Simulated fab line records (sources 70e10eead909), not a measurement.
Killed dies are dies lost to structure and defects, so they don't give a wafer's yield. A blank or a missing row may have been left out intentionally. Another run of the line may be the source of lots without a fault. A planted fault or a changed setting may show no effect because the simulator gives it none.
fab line records | flow nand_harc
record: lots: 7 | wafers: 21 | last_day: 34
route steps=1302 shown A_CHANNEL_HOLE_D1@480 A_CHANNEL_FILL_D1@490 END@1302
lots with no fault: from the same line, run without faults
start_h: start of the lot's first displayed wafer, in hours after the record's first day | wait_h: hours from the lot's prior step to this one | " as in the row above | L1.1+2: several wafers, shown together as one row | - value missing, or start not given | * or withheld: withheld | < > ~ a bound
route shown NAME@n: names a module that has steps shown in the file, with the first one's number in the route | usual: mean/standard deviation of fault-free wafers | same: alike in all rows | chamber/n: place in a boat | sites: each site's reading | _std_site: standard deviation across them | _edge_site: inner sites' mean taken away from outer sites' mean | radius_mm: how far each site lies from the wafer's centre | mask NAME#n: copy n | behind: the tool/chamber that last shaped the wafer | hold: cause of the lot's hold/its duration in hours/its outcome | device: transistor that didn't switch, given as n, p or np | end of line: tests of these same wafers at the route's end | a step given without rows: its recipe and nothing more | killed: not the wafer's yield, but the dies lost to structure and defects at the first sort | map: shows each die of a wafer: x if killed, . if not, _ if none is there
set.NAME: the setting the step ran with; set.NAME@STEP: the setting that earlier step ran with | model.NAME: the simulator's own value behind a step, which no gauge read
certain route steps with their lots: each step a table, each wafer a row
services: a tool's chamber out of use, with start hour (start_h, from the record's first day; less than 0 if before it), hours out, and reason
== steps ==
step: NHARC_A_CHANNEL_HOLE_D1_STRIP_41
recipe: n2_flow_sccm: 150 | h2_flow_sccm: 150 | ar_flow_sccm: 0 | bias_w: 0 | chemistry: N2/H2
step: NHARC_A_CHANNEL_HOLE_D1_STRIP_42
recipe: cf4_flow_sccm: 100 | chf3_flow_sccm: 30 | ar_flow_sccm: 0 | bias_w: 0 | chemistry: CF4/CHF3
step: NHARC_A_CHANNEL_HOLE_D1_STRIP_43
recipe: o2_flow_sccm: 400 | cos_flow_sccm: 20 | ar_flow_sccm: 0 | bias_w: 0 | chemistry: O2/COS
step: NHARC_A_CHANNEL_HOLE_D1_ETCH_44
recipe: target_depth_a: 1400 | overetch_a: 140 | time_s: 77 | ion_energy_ev: 100 | cf4_flow_sccm: 80 | o2_flow_sccm: 20 | ar_flow_sccm: 0 | rf_w: 300 | bias_w: 100 | chemistry: CF4/O2
usual: drypump_motor_current_A: 5.9/0.48 | oes_product_au: 0.996/0.011 | rf_vpp_V: 197.8/1.3 | showerhead_plenum_p_Torr: 1.33/0.048 | throttle_valve_pct: 13.397/0.0092
lot.wafer | tool        | chamber | start_h | wait_h | drypump_motor_current_A | oes_product_au | rf_hours_counter_h | rf_vpp_V | showerhead_plenum_p_Torr | throttle_valve_pct
L849.1    | rie_diel-12 | 3       | 190.60  | 0.1    | 5.1                     | 1.000          | 33                 | 196.2    | 1.28                     | 13.400
L849.3    | "           | 2       | "       | "      | 5.7                     | 0.990          | 28                 | 197.7    | 1.38                     | 13.395
L849.6    | "           | 3       | "       | "      | 5.1                     | 0.995          | -                  | 195.7    | 1.28                     | 13.414
L860.1    | rie_diel-12 | 0       | 294.50  | 0.0    | 6.0                     | 0.994          | 6                  | 201.3    | 1.42                     | 13.405
L860.2    | "           | 1       | "       | "      | 5.1                     | 1.029          | 6                  | 200.0    | 1.44                     | 13.386
L860.6    | "           | 0       | "       | "      | 6.0                     | 0.984          | -                  | 200.6    | 1.42                     | 13.399
L863.2    | rie_diel-05 | 3       | 334.09  | 0.1    | 5.2                     | 0.988          | 34                 | 196.2    | 1.28                     | 13.411
L863.6    | "           | 2       | "       | "      | 6.8                     | 1.008          | -                  | 196.9    | 1.32                     | 13.393
L863.5    | "           | 3       | "       | "      | 5.2                     | 0.978          | -                  | 197.0    | 1.28                     | 13.397
L862.2    | rie_diel-05 | 3       | 338.05  | 0.1    | 5.2                     | 0.991          | 35                 | 195.0    | 1.28                     | 13.391
L862.4    | "           | 0       | "       | "      | 5.4                     | 0.986          | 34                 | 197.4    | 1.36                     | 13.394
L862.6    | "           | 2       | "       | "      | 6.7                     | 1.005          | -                  | 197.4    | 1.32                     | 13.410
L864.1    | rie_diel-06 | 3       | 343.17  | 0.1    | 5.9                     | 0.987          | 2                  | 198.0    | 1.32                     | 13.390
L864.5    | "           | 0       | "       | "      | 5.9                     | 0.981          | -                  | 199.4    | 1.36                     | 13.387
L864.6    | "           | 1       | "       | "      | 5.7                     | 0.980          | -                  | 197.4    | 1.39                     | 13.396
L871.3    | rie_diel-06 | 2       | 407.81  | 0.1    | 6.7                     | 0.980          | 9                  | 196.8    | 1.27                     | 13.404
L871.4    | "           | 2       | "       | "      | 6.7                     | 0.990          | -                  | 197.5    | 1.27                     | 13.386
L871.6    | "           | 3       | "       | "      | 5.9                     | 1.002          | -                  | 196.1    | 1.32                     | 13.415
L872.1    | rie_diel-06 | 0       | 412.01  | 0.1    | 5.9                     | 0.998          | 9                  | 199.2    | 1.36                     | 13.419
L872.3    | "           | 2       | "       | "      | 6.7                     | 0.996          | 9                  | 197.0    | 1.27                     | 13.391
L872.5    | "           | 0       | "       | "      | 5.9                     | 0.997          | -                  | 198.4    | 1.36                     | 13.400
step: NHARC_A_CHANNEL_HOLE_D1_STRIP_27
recipe: o2_flow_sccm: 500 | ar_flow_sccm: 0 | bias_w: 0 | chemistry: O2
usual: drypump_motor_current_A: 5.9/0.49 | oes_product_au: 0.996/0.011 | rf_vpp_V: 57.8/0.87 | showerhead_plenum_p_Torr: 3.53/0.12 | throttle_valve_pct: 17.038/0.0086
lot.wafer | tool        | chamber | start_h | wait_h | drypump_motor_current_A | oes_product_au | rf_hours_counter_h | rf_vpp_V | showerhead_plenum_p_Torr | throttle_valve_pct
L849.1    | rie_diel-12 | 2       | -       | -      | 5.7                     | 0.981          | 28                 | 58.4     | 3.64                     | 17.043
L849.3    | "           | 0       | "       | "      | 6.1                     | 0.982          | 28                 | 58.8     | 3.77                     | 17.031
L849.6    | "           | 2       | "       | "      | 5.6                     | 0.998          | -                  | 58.3     | 3.64                     | 17.035
L860.2    | rie_diel-12 | 0       | -       | -      | 6.0                     | 0.996          | 6                  | 58.5     | 3.75                     | 17.043
L860.1    | "           | 1       | "       | "      | 5.1                     | 1.030          | 6                  | 58.2     | 3.80                     | 17.034
L860.6    | "           | 3       | "       | "      | 5.1                     | 1.011          | -                  | 56.2     | 3.37                     | 17.040
L863.2    | rie_diel-05 | 0       | -       | -      | 5.4                     | 0.999          | 33                 | 57.7     | 3.60                     | 17.055
L863.5    | "           | 3       | "       | "      | 5.3                     | 0.979          | -                  | 56.8     | 3.40                     | 17.033
L863.6    | "           | 0       | "       | "      | 5.4                     | 0.989          | -                  | 57.7     | 3.60                     | 17.045
L862.4    | rie_diel-05 | 1       | -       | -      | 5.2                     | 1.014          | 36                 | 58.0     | 3.39                     | 17.038
L862.2    | "           | 2       | "       | "      | 6.7                     | 1.005          | 38                 | 57.7     | 3.49                     | 17.055
L862.6    | "           | 0       | "       | "      | 5.4                     | 0.995          | -                  | 59.4     | 3.60                     | 17.046
L864.1    | rie_diel-06 | 1       | -       | -      | 5.7                     | 0.986          | 2                  | 57.4     | 3.68                     | 17.057
L864.6    | "           | 2       | "       | "      | 6.7                     | 0.976          | -                  | 57.3     | 3.37                     | 17.033
L864.5    | "           | 3       | "       | "      | 5.9                     | 0.987          | -                  | 56.5     | 3.48                     | 17.050
L871.3    | rie_diel-06 | 2       | -       | -      | 6.7                     | 0.981          | 9                  | 56.3     | 3.37                     | 17.040
L871.6    | "           | 3       | "       | "      | 5.9                     | 0.999          | -                  | 57.3     | 3.48                     | 17.040
L871.4    | "           | 0       | "       | "      | 5.9                     | 0.992          | -                  | 56.9     | 3.58                     | 17.027
L872.1    | rie_diel-06 | 0       | -       | -      | 5.9                     | 1.003          | 9                  | 59.0     | 3.58                     | 17.035
L872.3    | "           | 2       | "       | "      | 6.7                     | 0.988          | 9                  | 58.0     | 3.37                     | 17.042
L872.5    | "           | 2       | "       | "      | 6.7                     | 0.989          | -                  | 58.3     | 3.37                     | 17.045
step: NHARC_A_CHANNEL_HOLE_D1_PRECLEAN_28
recipe: time_s: * | temp_c: 50 | bath_age_min: 0 | chemistry: SC1
step: NHARC_A_CHANNEL_HOLE_D1_SRD_29
step: NHARC_A_CHANNEL_HOLE_D1_CD_MEAS_30
usual: cd_nm: 90.6/1.7
lot.wafer | tool      | chamber | start_h | wait_h | cd_nm
L849.1    | cd_sem-01 | -       | 191.39  | -      | 90.9
L849.3    | "         | -       | "       | "      | 87.1
L849.6    | "         | -       | "       | "      | 89.9
L860.1    | cd_sem-02 | -       | 295.29  | -      | 89.8
L860.2    | "         | -       | "       | "      | 88.1
L860.6    | "         | -       | "       | "      | 90.7
L863.2    | cd_sem-02 | -       | 334.89  | -      | 90.2
L863.5    | "         | -       | "       | "      | 86.5
L863.6    | "         | -       | "       | "      | 90.7
L862.2    | cd_sem-03 | -       | 338.84  | -      | 90.5
L862.4    | "         | -       | "       | "      | 89.1
L862.6    | "         | -       | "       | "      | 92.1
L864.1    | cd_sem-03 | -       | 343.94  | -      | 89.1
L864.5    | "         | -       | "       | "      | 89.8
L864.6    | "         | -       | "       | "      | 90.3
L871.3    | cd_sem-02 | -       | 408.79  | -      | 92.4
L871.4    | "         | -       | "       | "      | 93.3
L871.6    | "         | -       | "       | "      | 89.3
L872.1    | cd_sem-02 | -       | 412.93  | -      | 92.1
L872.3    | "         | -       | "       | "      | 92.6
L872.5    | "         | -       | "       | "      | 92.8
step: NHARC_A_CHANNEL_HOLE_D1_XSEM_31
recipe: landing_energy_ev: 35000
usual: bot_cd_nm: 75.2/1.8 | bow_nm: 8.62/0.28 | tilt_deg: 0.07/0.048
lot.wafer | tool    | chamber | start_h | wait_h | bot_cd_nm | bow_nm | tilt_deg
L849.1    | xsem-02 | 0       | 191.49  | 0.1    | 76.1      | 8.29   | 0.13
L849.3    | "       | 0       | "       | "      | 72.1      | 8.22   | 0.13
L849.6    | "       | 0       | "       | "      | 74.5      | 8.25   | 0.13
L860.1    | xsem-01 | 0       | 295.38  | 0.1    | 74.2      | 8.56   | 0.07
L860.2    | "       | 0       | "       | "      | 73.3      | 8.51   | 0.07
L860.6    | "       | 0       | "       | "      | 75.2      | 8.55   | 0.07
L863.2    | xsem-01 | 0       | 334.98  | 0.1    | 74.0      | 8.44   | 0.12
L863.5    | "       | 0       | "       | "      | 71.0      | 8.57   | 0.12
L863.6    | "       | 0       | "       | "      | 74.7      | 8.61   | 0.11
L862.2    | xsem-02 | 0       | 338.93  | 0.1    | 74.9      | 8.27   | 0.01
L862.4    | "       | 0       | "       | "      | 73.8      | 8.17   | 0.01
L862.6    | "       | 0       | "       | "      | 76.5      | 8.22   | 0.01
L864.1    | xsem-02 | 0       | 344.03  | 0.1    | 74.4      | 8.72   | 0.03
L864.5    | "       | 0       | "       | "      | 74.9      | 8.73   | 0.03
L864.6    | "       | 0       | "       | "      | 76.1      | 8.77   | 0.03
L871.3    | xsem-01 | 0       | 408.88  | 0.1    | 77.6      | 8.43   | 0.06
L871.4    | "       | 0       | "       | "      | 77.3      | 8.46   | 0.06
L871.6    | "       | 0       | "       | "      | 74.3      | 8.37   | 0.06
L872.1    | xsem-02 | 0       | 413.02  | 0.1    | 76.1      | 8.65   | 0.08
L872.3    | "       | 0       | "       | "      | 76.8      | 8.66   | 0.08
L872.5    | "       | 0       | "       | "      | 76.7      | 8.69   | 0.08
step: NHARC_A_CHANNEL_HOLE_D1_INSPECT_40
usual: raw_defect_count: 80/27
lot.wafer | tool              | chamber | start_h | wait_h | raw_defect_count
L849.1    | defect_inspect-01 | -       | 191.58  | -      | 64
L849.3    | "                 | -       | "       | "      | 43
L849.6    | "                 | -       | "       | "      | 50
L860.1    | defect_inspect-01 | -       | 295.47  | -      | 52
L860.2    | "                 | -       | "       | "      | 42
L860.6    | "                 | -       | "       | "      | 43
L863.2    | defect_inspect-02 | -       | 335.07  | -      | 54
L863.5    | "                 | -       | "       | "      | 51
L863.6    | "                 | -       | "       | "      | 59
L862.2    | defect_inspect-01 | -       | 339.03  | -      | 94
L862.4    | "                 | -       | "       | "      | 76
L862.6    | "                 | -       | "       | "      | 101
L864.1    | defect_inspect-01 | -       | 344.13  | -      | 85
L864.5    | "                 | -       | "       | "      | 89
L864.6    | "                 | -       | "       | "      | 80
L871.3    | defect_inspect-01 | -       | 408.97  | -      | 52
L871.4    | "                 | -       | "       | "      | 61
L871.6    | "                 | -       | "       | "      | 68
L872.1    | defect_inspect-01 | -       | 413.12  | -      | 72
L872.3    | "                 | -       | "       | "      | 69
L872.5    | "                 | -       | "       | "      | 63
step: NHARC_A_CHANNEL_FILL_D1_PRECLEAN_00
recipe: time_s: * | temp_c: 50 | bath_age_min: 0 | chemistry: SC1
step: NHARC_A_CHANNEL_FILL_D1_SRD_01
step: NHARC_A_CHANNEL_FILL_D1_ALD_02
recipe: target_thk_a: 60 | pulse_time_s: 10 | ald_cycles: 60 | temp_c: 300 | material: SiO2
usual: ald_cycles: 60/0 | heater_power_w: 474/63 | precursor_pulse_height_rel: 0.999/0.021
lot.wafer | tool      | chamber | start_h | wait_h | ald_cycles | heater_power_w | precursor_pulse_height_rel
L849.3    | ald_hk-04 | 0       | 191.78  | -      | 60         | 481            | 1.007
L849.1    | "         | 2       | "       | "      | 60         | 387            | 0.972
L849.6    | "         | 1       | "       | "      | 60         | 444            | 1.001
L860.1    | ald_hk-02 | 2       | 295.67  | -      | 60         | 596            | 1.021
L860.2    | "         | 1       | "       | "      | 60         | 448            | 0.982
L860.6    | "         | 2       | "       | "      | 60         | 601            | 0.956
L863.2    | ald_hk-02 | 1       | 335.52  | 0.3    | 44         | 433            | 0.997
L863.6    | "         | 2       | "       | "      | 44         | 607            | 1.007
L863.5    | "         | 3       | "       | "      | 60         | 524            | 0.981
L862.2    | ald_hk-02 | 3       | 339.29  | -      | 44         | 527            | 0.987
L862.4    | "         | 0       | "       | "      | 60         | 412            | 0.983
L862.6    | "         | 3       | "       | "      | 44         | 541            | 1.008
L864.1    | ald_hk-02 | 1       | 344.54  | -      | 60         | 438            | 1.004
L864.6    | "         | 2       | "       | "      | 44         | 588            | 0.981
L864.5    | "         | 3       | "       | "      | 60         | 530            | 1.002
L871.3    | ald_hk-02 | 2       | 409.30  | -      | 60         | 610            | 0.996
L871.4    | "         | 3       | "       | "      | 60         | 484            | 1.002
L871.6    | "         | 0       | "       | "      | 60         | 419            | 1.007
L872.3    | ald_hk-03 | 1       | 413.39  | -      | 60         | 478            | 1.031
L872.1    | "         | 2       | "       | "      | 60         | 481            | 1.030
L872.5    | "         | 0       | "       | "      | 60         | 394            | 0.990
step: NHARC_A_CHANNEL_FILL_D1_ALD_03
recipe: target_thk_a: 60 | pulse_time_s: 60 | ald_cycles: 58 | temp_c: 630 | pressure_torr: 2 | material: SiNx
usual: ald_cycles: 58/0 | precursor_pulse_height_rel: 0.999/0.02
lot.wafer | tool             | chamber | start_h | wait_h | ald_cycles | precursor_pulse_height_rel
L849.1    | ald_sin_batch-02 | 0       | -       | -      | 58         | 1.019
L849.3    | "                | 0       | "       | "      | 58         | 0.983
L849.6    | "                | 0       | "       | "      | 58         | 0.999
L860.1    | ald_sin_batch-01 | 0       | -       | -      | 58         | 0.985
L860.2    | "                | 0       | "       | "      | 58         | 0.981
L860.6    | "                | 0       | "       | "      | 58         | 0.998
L863.2    | ald_sin_batch-03 | 0       | -       | -      | 58         | 0.992
L863.5    | "                | 0       | "       | "      | 58         | 0.983
L863.6    | "                | 0       | "       | "      | 58         | 1.004
L862.2    | ald_sin_batch-01 | 0       | -       | -      | 58         | 1.025
L862.4    | "                | 0       | "       | "      | 58         | 1.004
L862.6    | "                | 0       | "       | "      | 58         | 0.981
L864.1    | ald_sin_batch-03 | 0       | -       | -      | 58         | 1.001
L864.5    | "                | 0       | "       | "      | 58         | 1.031
L864.6    | "                | 0       | "       | "      | 58         | 1.032
L871.3    | ald_sin_batch-02 | 0       | -       | -      | 58         | 1.003
L871.4    | "                | 0       | "       | "      | 58         | 1.027
L871.6    | "                | 0       | "       | "      | 58         | 0.972
L872.1    | ald_sin_batch-02 | 0       | -       | -      | 58         | 0.991
L872.3    | "                | 0       | "       | "      | 58         | 1.021
L872.5    | "                | 0       | "       | "      | 58         | 1.016
step: NHARC_END_SORT_01
recipe: temp_c: 25
usual: killed_at_array: 59/16 | killed_at_other: 0.7/1.1 | killed_at_periphery: 4/3 | killed_dies: 64/16 | killed_open: 3.4/1.8 | killed_short: 2.6/1.7
same: gross_dies: 677
lot.wafer | tool      | chamber | start_h | wait_h | killed_at_array | killed_at_other | killed_at_periphery | killed_dies | killed_open | killed_short
L849.1    | prober-01 | 0       | 566.61  | 2.5    | 48              | 2               | 8                   | 58          | 9           | 1
L849.3    | prober-01 | 0       | 568.22  | 3.1    | 45              | 0               | 7                   | 52          | 1           | 3
L849.6    | prober-01 | 0       | 570.65  | 4.0    | 42              | 0               | 6                   | 48          | 2           | 3
L863.2    | prober-02 | 0       | 705.82  | 2.8    | 52              | 0               | 0                   | 52          | 1           | 3
L863.5    | prober-02 | 0       | 708.20  | 3.7    | 52              | 0               | 5                   | 57          | 2           | 4
L863.6    | prober-02 | 0       | 708.99  | 4.0    | 70              | 0               | 3                   | 73          | 3           | 2
L871.3    | prober-01 | 0       | 779.37  | 3.1    | 67              | 1               | 2                   | 70          | 2           | 2
L871.4    | prober-01 | 0       | 780.18  | 3.4    | 49              | 1               | 1                   | 51          | 2           | 1
L871.6    | prober-01 | 0       | 781.80  | 4.0    | 68              | 1               | 3                   | 72          | 3           | 1
killed by level:class
L849.1 A_CHANNEL_HOLE_D2:chamber_film_flake=33 A_WL_FILL:chamber_film_flake=4 A_STAIRCASE:chamber_film_flake=3 P_CONTACT:geometric_particle:open=2 P_STI:chamber_film_flake=2 P_CONTACT:chamber_film_flake=2 A_CONTACT:chamber_film_flake=2 P_M0:geometric_particle:open=1
L849.3 A_CHANNEL_HOLE_D2:chamber_film_flake=33 P_CONTACT:chamber_film_flake=4 A_CONTACT:chamber_film_flake=3 A_CHANNEL_FILL_D2:geometric_particle:short=2 A_CHANNEL_HOLE_D1:chamber_film_flake=2 A_CHANNEL_FILL_D1:geometric_particle:open=1 A_WL_FILL:geometric_particle:short=1 P_ZERO_WELL:chamber_film_flake=1
L849.6 A_CHANNEL_HOLE_D2:chamber_film_flake=32 P_CONTACT:chamber_film_flake=4 P_STI:chamber_film_flake=2 A_CHANNEL_HOLE_D1:chamber_film_flake=2 A_CONTACT:chamber_film_flake=2 A_CHANNEL_HOLE_D1:geometric_particle:short=1 A_DECK1_JOINT:geometric_particle:short=1 A_ONON_D2:geometric_particle:short=1
L863.2 A_SLIT:chamber_film_flake=13 A_CHANNEL_HOLE_D1:chamber_film_flake=11 A_CHANNEL_HOLE_D2:chamber_film_flake=9 A_STAIRCASE:chamber_film_flake=5 A_CONTACT:chamber_film_flake=5 A_WL_FILL:chamber_film_flake=3 A_ONON_D1:geometric_particle:short=2 A_WL_FILL:geometric_particle:short=1
L863.5 A_SLIT:chamber_film_flake=16 A_CHANNEL_HOLE_D2:chamber_film_flake=10 A_CHANNEL_HOLE_D1:chamber_film_flake=8 A_CONTACT:chamber_film_flake=6 A_WL_FILL:chamber_film_flake=3 A_DECK1_JOINT:chamber_film_flake=2 A_STAIRCASE:chamber_film_flake=2 A_BLC:chamber_film_flake=2
L863.6 A_SLIT:chamber_film_flake=25 A_CHANNEL_HOLE_D2:chamber_film_flake=22 A_CHANNEL_HOLE_D1:chamber_film_flake=5 A_WL_FILL:chamber_film_flake=5 A_CONTACT:chamber_film_flake=4 A_STAIRCASE:chamber_film_flake=3 A_DECK1_JOINT:chamber_film_flake=2 P_CONTACT:geometric_particle:open=1
L871.3 A_SLIT:chamber_film_flake=31 A_CHANNEL_HOLE_D2:chamber_film_flake=11 A_CHANNEL_HOLE_D1:chamber_film_flake=10 A_CONTACT:chamber_film_flake=5 A_STAIRCASE:chamber_film_flake=2 A_WL_FILL:chamber_film_flake=2 A_M0:chamber_film_flake=2 A_ONON_D2:geometric_particle:short=1
L871.4 A_SLIT:chamber_film_flake=19 A_CHANNEL_HOLE_D1:chamber_film_flake=14 A_CHANNEL_HOLE_D2:chamber_film_flake=7 A_CONTACT:chamber_film_flake=4 A_STAIRCASE:chamber_film_flake=2 A_ONON_D2:geometric_particle:open=1 A_ONON_D2:geometric_particle:short=1 A_SGD_CUT:geometric_particle:open=1
L871.6 A_CHANNEL_HOLE_D2:chamber_film_flake=30 A_SLIT:chamber_film_flake=14 A_CHANNEL_HOLE_D1:chamber_film_flake=10 A_CONTACT:chamber_film_flake=5 A_WL_FILL:chamber_film_flake=2 A_M0:chamber_film_flake=2 P_M0:geometric_particle:short=1 P_M0:geometric_particle:open=1
== services ==
tool             | chamber | start_h | hours | kind
ald_hk-02        | -       | 174.44  | 10.0  | pm
rie_diel-06      | 2       | 177.92  | 1.8   | repair
rie_diel-12      | 2       | 178.74  | 2.1   | repair
ald_hk-02        | -       | 185.54  | 1.1   | repair
rie_diel-05      | 0       | 199.76  | 1.3   | repair
ald_hk-02        | -       | 211.96  | 1.4   | repair
ald_hk-03        | -       | 212.97  | 10.0  | pm
rie_diel-05      | -       | 229.60  | 9.0   | pm
ald_hk-02        | -       | 243.17  | 2.5   | repair
ald_hk-04        | -       | 254.80  | 10.0  | pm
rie_diel-12      | 2       | 261.52  | 4.8   | repair
rie_diel-05      | 3       | 264.87  | 4.0   | repair
ald_sin_batch-02 | -       | 266.88  | 26.0  | pm
rie_diel-12      | -       | 269.93  | 9.0   | pm
ald_hk-03        | -       | 281.42  | 0.5   | repair
rie_diel-06      | 3       | 291.71  | 6.7   | repair
rie_diel-06      | -       | 307.21  | 9.0   | pm
ald_sin_batch-02 | -       | 334.27  | 1.5   | repair
rie_diel-12      | 3       | 338.90  | 21.6  | repair
rie_diel-05      | 3       | 343.92  | 16.0  | repair
ald_hk-02        | -       | 352.44  | 10.0  | pm
xsem-01          | -       | 374.00  | 14.0  | pm
rie_diel-06      | 1       | 403.52  | 15.9  | repair
rie_diel-05      | -       | 406.60  | 9.0   | pm
== key ==
first_sign: step: NHARC_A_CHANNEL_FILL_D1_ALD_02 | reading: ald_cycles | direction: down | sigmas: 99+ | usual: 60 | struck: 44
effect none on later readings
met_at NHARC_A_CHANNEL_FILL_D1_ALD_02
struck_wafers L862.2,L862.6,L863.2,L863.6,L864.6
tester_left_out L862,L863,L864
onset_between 295.67 335.52
fault: kind: process_parameter_drift | tool: ald_hk-02 | chamber: - | onset_h: 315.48 | steps: NHARC_A_CHANNEL_FILL_D1_ALD_02 | channel: ald_cycles | offset: -16 | shape: step | end_h: 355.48 | scope: struck_wafers_only | acts_in: these_recipes_only | stated: 60
tester_left_out: of these lots the tester's yield and bins aren't shown, on N5 and GAA mostly nor the transistor test; their killed dies are dies lost to structure and defects alone, not to doping, threshold or leakage, so they don't give the yield
